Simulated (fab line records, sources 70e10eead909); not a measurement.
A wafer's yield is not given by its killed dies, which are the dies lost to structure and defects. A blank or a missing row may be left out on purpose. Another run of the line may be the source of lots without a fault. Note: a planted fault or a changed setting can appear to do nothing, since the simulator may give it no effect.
Chamber matching || flow nand_harc || NHARC_A_STAIRCASE_CMP_152 on cmp-03 has 4 sister chambers
The step polishes. 4 wafers are shown with their chamber, then 12 later ones without.

EACH WAFER AND ITS CHAMBER
{"wafer": "L087.1", "chamber": 1, "motor_current_A (A)": 11.4}
{"wafer": "L086.4", "chamber": 0, "motor_current_A (A)": 14.3}
{"wafer": "L088.2", "chamber": 2, "motor_current_A (A)": 13.5}
{"wafer": "L088.5", "chamber": 3, "motor_current_A (A)": 11.8}

WAFERS MISSING THEIR CHAMBER
{"wafer": "L089.1", "motor_current_A (A)": 11.2}
{"wafer": "L089.4", "motor_current_A (A)": 12.3}
{"wafer": "L089.5", "motor_current_A (A)": 12.1}
{"wafer": "L091.4", "motor_current_A (A)": 11.7}
{"wafer": "L091.5", "motor_current_A (A)": 10.7}
{"wafer": "L091.6", "motor_current_A (A)": 12.6}
{"wafer": "L094.2", "motor_current_A (A)": 12.1}
{"wafer": "L094.3", "motor_current_A (A)": 11.0}
{"wafer": "L094.4", "motor_current_A (A)": 14.7}
{"wafer": "L096.2", "motor_current_A (A)": 15.3}
{"wafer": "L096.5", "motor_current_A (A)": 12.5}
{"wafer": "L096.6", "motor_current_A (A)": 10.5}

EACH ONE'S CHAMBER
{"wafer": "L089.1", "from the rows above": "can't be placed: 1 or 3", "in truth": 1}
{"wafer": "L089.4", "from the rows above": "can't be placed: 3 or 1 or 2", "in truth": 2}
{"wafer": "L089.5", "from the rows above": "can't be placed: 3 or 1 or 2", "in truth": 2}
{"wafer": "L091.4", "from the rows above": "can't be placed: 3 or 1", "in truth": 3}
{"wafer": "L091.5", "from the rows above": "can't be placed: 1 or 3", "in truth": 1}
{"wafer": "L091.6", "from the rows above": "can't be placed: 3 or 2 or 1 or 0", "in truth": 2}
{"wafer": "L094.2", "from the rows above": "can't be placed: 3 or 1 or 2", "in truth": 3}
{"wafer": "L094.3", "from the rows above": "can't be placed: 1 or 3", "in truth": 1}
{"wafer": "L094.4", "from the rows above": "can't be placed: 0 or 2", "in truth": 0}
{"wafer": "L096.2", "from the rows above": "can't be placed: 0 or 2", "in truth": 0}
{"wafer": "L096.5", "from the rows above": "can't be placed: 3 or 2 or 1 or 0", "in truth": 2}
{"wafer": "L096.6", "from the rows above": "can't be placed: 1 or 3", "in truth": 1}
Correctly placed: 0 of 12. Cannot be placed on the basis of these rows: 12; the candidates contain the true chamber in 12. Placed wrongly: 0.
How it was worked out, from the rows above alone: a wafer's distance from a chamber is the root of the sum, over the readings, of the square of ((its reading less the chamber's mean) divided by the reading's scatter). If the next closest chamber is less than 2 further off than the closest, the wafer can't be placed; otherwise it belongs to the closest. The mean given for a chamber averages the wafers shown for that chamber. The scatter: with one shown wafer a chamber, the root of the mean of the squares of how far each hidden wafer lies from its nearest shown one.
